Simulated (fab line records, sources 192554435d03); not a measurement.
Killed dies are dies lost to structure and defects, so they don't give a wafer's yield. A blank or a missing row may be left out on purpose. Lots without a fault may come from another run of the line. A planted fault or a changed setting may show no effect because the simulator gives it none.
Which tool did it? | flow n5_finfet | 12 lots, 36 wafers sampled, at 2 steps of a route of 1938

WHAT THE GAUGES READ, wafer by wafer
N5_MOL_CONTACT_COAG_CD_MEAS_137: target cd 16 nm.
lot  | measured     | on        | cd_nm (nm)
L108 | day 5 12:14  | cd_sem-01 | 16.1 16.2 15.8
L109 | day 5 12:37  | cd_sem-01 | 16.1 16.2 16.7
L110 | day 5 16:58  | cd_sem-01 | 15.7 16.5 16.0
L112 | day 6 13:44  | cd_sem-03 | 16.5 16.2 16.1
L116 | day 7 05:21  | cd_sem-02 | 16.0 16.1 15.7
L117 | day 7 15:02  | cd_sem-01 | 16.0 15.8 15.8
L122 | day 8 17:55  | cd_sem-03 | 15.5 15.7 15.5
L124 | day 9 04:22  | cd_sem-02 | 15.5 15.6 15.9
L126 | day 9 20:23  | cd_sem-03 | 16.0 15.7 16.2
L129 | day 10 18:10 | cd_sem-03 | 15.0 15.6 15.8
L130 | day 10 23:58 | cd_sem-03 | 15.7 15.6 16.0
L131 | day 11 01:35 | cd_sem-01 | 16.3 15.5 15.5

N5_MOL_CONTACT_COAG_INSPECT_42: inspects for defects (brightfield).
lot  | measured     | on                | raw_defect_count
L108 | day 5 12:46  | defect_inspect-02 | 221 218 239
L109 | day 5 13:02  | defect_inspect-02 | 140 109 149
L110 | day 5 17:29  | defect_inspect-01 | 273 171 229
L112 | day 6 14:09  | defect_inspect-02 | 174 140 183
L116 | day 7 05:53  | defect_inspect-01 | 180 167 123
L117 | day 7 15:35  | defect_inspect-01 | 312 263 241
L122 | day 8 18:27  | defect_inspect-02 | 155 211 176
L124 | day 9 04:47  | defect_inspect-02 | 235 212 282
L126 | day 9 20:47  | defect_inspect-01 | 227 236 226
L129 | day 10 18:42 | defect_inspect-02 | 217 277 205
L130 | day 11 00:22 | defect_inspect-02 | 241 286 202
L131 | day 11 01:59 | defect_inspect-01 | 179 211 161

WHICH TOOL RAN EACH LOT (tool, then ch and the chambers of the sampled wafers, then the start)
The record holds no process step before these readings.

WHAT THE TOOLS THEMSELVES READ (means of the sampled wafers that have a number; where no wafer has one, the mark that the record gives instead)
The record holds no such reading with a usual standard deviation.

THE ANSWER, worked out from the rows above alone
Rule: what is usual is taken from the lots themselves. Put in order of their means at a reading, lots are off if they are a third of the lots or fewer, leave a main group of 4 or more, and stand apart from it by a gap of 3 or more times the standard deviation of the main group's means; of several such gaps the widest counts. A main group whose means are all the same, to the digits that the tables above print for the reading, isn't used. A lot without any number at a reading at which 4 lots or more have one is off too. The other lots that the step has rows for count as sound. The gauges are gone through in route order, then the tools' own readings, and for those a lot's mean is taken as printed above. The first step at which some lot is off is used, and at that step the reading that is off furthest; a lot without a number counts as furthest.
No lot is off at any reading shown: from this, nothing can be told.

WHAT THE SIMULATOR HAD PUT IN
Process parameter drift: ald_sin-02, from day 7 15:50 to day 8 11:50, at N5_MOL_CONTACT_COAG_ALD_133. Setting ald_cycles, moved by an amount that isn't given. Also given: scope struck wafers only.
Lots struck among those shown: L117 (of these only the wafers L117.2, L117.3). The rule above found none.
